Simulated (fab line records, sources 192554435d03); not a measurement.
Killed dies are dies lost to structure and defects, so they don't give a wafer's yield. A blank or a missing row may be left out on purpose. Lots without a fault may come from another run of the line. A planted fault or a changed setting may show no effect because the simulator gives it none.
Which tool did it? | flow n5_finfet | 24 lots, 72 wafers sampled, at 4 steps of a route of 1938

WHAT THE GAUGES READ, wafer by wafer
N5_FIN_CUT_CD_MEAS_08: target cd 29.1 nm. Usual: cd_nm 29.10 nm, standard deviation 0.22.
lot  | measured    | on        | cd_nm (nm)        | flag
L074 | day 2 02:59 | cd_sem-01 | 29.00 28.49 28.94 |
L075 | day 2 10:29 | cd_sem-01 | 29.24 29.24 29.15 |
L076 | day 2 15:20 | cd_sem-01 | 29.05 29.08 29.05 |
L077 | day 2 20:51 | cd_sem-02 | 28.86 29.18 29.19 |
L078 | day 3 02:55 | cd_sem-01 | 29.47 29.02 29.66 |
L079 | day 3 09:40 | cd_sem-03 | 28.94 29.20 29.26 |
L080 | day 3 15:50 | cd_sem-03 | 29.08 28.88 29.30 |
L081 | day 3 23:46 | cd_sem-01 | 29.14 29.40 29.03 |
L082 | day 4 04:09 | cd_sem-03 | 29.10 29.36 29.25 |
L083 | day 4 09:42 | cd_sem-03 | 29.02 29.04 29.21 |
L084 | day 4 15:32 | cd_sem-01 | 28.97 29.08 29.51 |
L085 | day 5 00:02 | cd_sem-02 | 29.06 29.44 29.36 |
L086 | day 5 05:11 | cd_sem-01 | 29.05 29.09 28.90 |
L087 | day 5 10:05 | cd_sem-03 | 28.71 29.19 29.12 |
L088 | day 5 16:00 | cd_sem-02 | 28.75 29.23 28.98 |
L089 | day 5 22:25 | cd_sem-01 | 29.18 29.50 28.94 |
L090 | day 6 03:07 | cd_sem-03 | 28.65 29.02 29.13 |
L091 | day 6 09:04 | cd_sem-01 | 28.77 29.25 29.23 |
L092 | day 6 15:43 | cd_sem-03 | 28.98 29.13 29.02 |
L093 | day 6 21:08 | cd_sem-02 | 28.86 29.23 29.06 |
L094 | day 7 05:41 | cd_sem-03 | 29.09 29.15 28.51 |
L095 | day 7 10:10 | cd_sem-02 | 29.60 29.56 28.82 |
L096 | day 7 15:15 | cd_sem-03 | 29.20 28.76 29.35 |
L097 | day 7 20:44 | cd_sem-03 | 29.27 29.10 28.99 |

N5_STI_FIN_REVEAL_THK_MEAS_05. Usual: thk_nm 132.5 nm, standard deviation 1.2.
lot  | measured    | on            | thk_nm (nm)       | flag
L074 | day 2 09:41 | film_metro-01 | 133.1 133.4 133.8 |
L075 | day 2 18:28 | film_metro-01 | 132.2 132.9 131.0 |
L076 | day 2 21:49 | film_metro-01 | 134.6 133.3 133.1 |
L077 | day 3 04:00 | film_metro-01 | 133.0 133.1 133.5 |
L078 | day 3 10:32 | film_metro-01 | 133.2 132.2 133.3 |
L079 | day 3 17:01 | film_metro-02 | 132.6 131.5 132.7 |
L080 | day 3 22:18 | film_metro-01 | 133.4 133.5 131.8 |
L081 | day 4 07:15 | film_metro-02 | 132.6 130.9 132.4 |
L082 | day 4 10:37 | film_metro-02 | 130.3 133.9 131.4 |
L083 | day 4 16:14 | film_metro-01 | 132.6 132.2 133.9 |
L084 | day 4 23:19 | film_metro-01 | 132.1 131.0 133.1 |
L085 | day 5 06:37 | film_metro-01 | 135.5 133.5 131.5 |
L086 | day 5 12:08 | film_metro-02 | 132.1 131.9 132.7 |
L087 | day 5 16:47 | film_metro-01 | 132.1 133.2 132.0 |
L088 | day 5 22:37 | film_metro-01 | 134.7 135.8 134.1 |
L089 | day 6 04:55 | film_metro-01 | 131.3 132.9 130.8 |
L090 | day 6 09:50 | film_metro-02 | 132.9 133.1 134.6 |
L091 | day 6 15:31 | film_metro-02 | 132.2 133.4 132.2 |
L092 | day 6 22:22 | film_metro-02 | 130.8 131.7 130.6 |
L093 | day 7 03:50 | film_metro-01 | 130.8 130.7 132.2 |
L094 | day 7 13:04 | film_metro-02 | 132.2 132.1 132.7 |
L095 | day 7 16:56 | film_metro-02 | 131.2 130.8 129.6 |
L096 | day 7 21:42 | film_metro-01 | 132.6 133.7 133.3 |
L097 | day 8 03:38 | film_metro-02 | 131.7 131.8 132.5 |

N5_SD_EPI_N_OVL_MEAS_10. Usual: SD_N_BLK_OVL -0.4 nm, standard deviation 0.72.
lot  | measured    | on         | SD_N_BLK_OVL (nm) | flag
L074 | day 3 00:17 | overlay-01 | -1.2 -0.4 -1.2    |
L075 | day 3 11:21 | overlay-02 | -1.1 -0.3 0.2     |
L076 | day 3 12:41 | overlay-01 | 0.6 -0.7 0.6      |
L077 | day 3 20:20 | overlay-02 | -0.4 -1.1 -0.5    |
L078 | day 4 02:49 | overlay-01 | 0.6 0.0 -0.4      |
L079 | day 4 09:08 | overlay-02 | -1.5 0.6 -0.5     |
L080 | day 4 13:14 | overlay-01 | -0.6 0.0 0.3      |
L081 | day 4 21:28 | overlay-02 | 0.2 -0.4 0.2      |
L082 | day 5 00:44 | overlay-02 | 0.3 -0.6 -0.4     |
L083 | day 5 07:07 | overlay-01 | -0.5 -0.6 -0.6    |
L084 | day 5 16:13 | overlay-01 | -0.3 -0.9 -1.2    |
L085 | day 5 21:14 | overlay-02 | -0.9 -0.5 -1.7    |
L086 | day 6 02:57 | overlay-02 | 0.8 -0.1 -0.8     |
L087 | day 6 09:02 | overlay-02 | 0.3 1.4 0.9       |
L088 | day 6 13:20 | overlay-02 | -0.9 0.8 0.5      |
L089 | day 6 18:56 | overlay-01 | -1.1 -1.7 -0.9    |
L090 | day 7 00:38 | overlay-01 | -2.3 -1.4 -0.1    |
L091 | day 7 05:48 | overlay-01 | -0.1 -0.5 -0.3    |
L092 | day 7 16:01 | overlay-01 | 0.8 0.3 0.8       |
L093 | day 7 18:28 | overlay-02 | -1.1 -1.2 -2.9    |
L094 | day 8 03:17 | overlay-02 | -0.4 -0.7 -0.4    |
L095 | day 8 07:16 | overlay-01 | -0.1 -1.1 -1.4    |
L096 | day 8 15:03 | overlay-01 | -0.6 -0.1 -0.1    |
L097 | day 8 18:04 | overlay-01 | -0.1 -0.9 -0.1    |

WHICH TOOL RAN EACH LOT (tool, then ch and the chambers of the sampled wafers, then the start)
lot  | N5_STI_FIN_REVEAL_OXIDATION_31
L074 | plasma_asher-01 ch 0, day 2 12:20
L075 | plasma_asher-02 ch 1, day 2 21:11
L076 | plasma_asher-02 ch 0,1, day 3 00:28
L077 | plasma_asher-01 ch 0,1, day 3 06:42
L078 | plasma_asher-02 ch 0,1, day 3 13:10
L079 | plasma_asher-02 ch 0,1, day 3 20:34
L080 | plasma_asher-02 ch 0,1, day 4 01:12
L081 | plasma_asher-02 ch 0,1, day 4 09:55
L082 | plasma_asher-02 ch 0,1, day 4 13:17
L083 | plasma_asher-02 ch 0,1, day 4 18:53
L084 | plasma_asher-01 ch 0,1, day 5 01:58
L085 | plasma_asher-02 ch 0,1, day 5 09:21
L086 | plasma_asher-02 ch 0,1, day 5 14:47
L087 | plasma_asher-01 ch 0,1, day 5 19:38
L088 | plasma_asher-01 ch 1, day 6 01:25
L089 | plasma_asher-02 ch 0,1, day 6 07:33
L090 | plasma_asher-02 ch 0,1, day 6 12:29
L091 | plasma_asher-02 ch 0,1, day 6 18:10
L092 | plasma_asher-01 ch 0,1, day 7 03:50
L093 | plasma_asher-01 ch 0,1, day 7 06:28
L094 | plasma_asher-01 ch 0,1, day 7 15:48
L095 | plasma_asher-02 ch 0,1, day 7 19:34
L096 | plasma_asher-01 ch 0,1, day 8 00:22
L097 | plasma_asher-02 ch 0,1, day 8 06:31
- N5_STI_FIN_REVEAL_OXIDATION_31: chemistry O2 PLASMA REMOTE, time 20 s.

WHAT THE TOOLS THEMSELVES READ (means of the sampled wafers that have a number; where no wafer has one, the mark that the record gives instead)
N5_STI_FIN_REVEAL_OXIDATION_31. Usual: drypump_motor_current_A 5.40 A, standard deviation 0.16; heater_power_w 147 W, standard deviation 16; temp_c 149.97 C, standard deviation 0.15.
lot  | tool            | drypump_motor_current_A (A) | heater_power_w (W) | temp_c (C) | flag
L074 | plasma_asher-01 | 5.17                        | 140                | 150.11     |
L075 | plasma_asher-02 | 5.29                        | 128                | 150.15     |
L076 | plasma_asher-02 | 5.43                        | 151                | 149.85     |
L077 | plasma_asher-01 | 5.46                        | 156                | 150.10     |
L078 | plasma_asher-02 | 5.37                        | 140                | 150.07     |
L079 | plasma_asher-02 | 5.45                        | 153                | 149.94     |
L080 | plasma_asher-02 | 5.39                        | 140                | 150.04     |
L081 | plasma_asher-02 | 5.39                        | 138                | 150.03     |
L082 | plasma_asher-02 | 5.38                        | 137                | 149.81     |
L083 | plasma_asher-02 | 5.38                        | 138                | 149.94     |
L084 | plasma_asher-01 | 5.45                        | 154                | 149.99     |
L085 | plasma_asher-02 | 5.45                        | 152                | 149.88     |
L086 | plasma_asher-02 | 5.37                        | 139                | 150.03     |
L087 | plasma_asher-01 | 5.31                        | 147                | 150.02     |
L088 | plasma_asher-01 | 5.60                        | 161                | 149.91     |
L089 | plasma_asher-02 | 5.45                        | 151                | 149.88     |
L090 | plasma_asher-02 | 5.45                        | 150                | 149.93     |
L091 | plasma_asher-02 | 5.38                        | 139                | 149.92     |
L092 | plasma_asher-01 | 5.30                        | 147                | 149.82     |
L093 | plasma_asher-01 | 5.31                        | 147                | 149.91     |
L094 | plasma_asher-01 | 5.47                        | 155                | 149.96     |
L095 | plasma_asher-02 | 5.45                        | 150                | 149.91     |
L096 | plasma_asher-01 | 5.44                        | 156                | 150.15     |
L097 | plasma_asher-02 | 5.46                        | 149                | 149.94     |

THE ANSWER, worked out from the rows above alone
Rule: a lot is off if the mean of its wafers that have a number lies more than 3 standard deviations from the usual mean. A lot without any number at a reading at which 4 lots or more have one is off too. The other lots that the step has rows for count as sound. The gauges are gone through in route order, then the tools' own readings, and for those a lot's mean is taken as printed above. The first step at which some lot is off is used, and at that step the reading that is off furthest; a lot without a number counts as furthest.
No lot is off at any reading shown: from this, nothing can be told.

WHAT THE SIMULATOR HAD PUT IN
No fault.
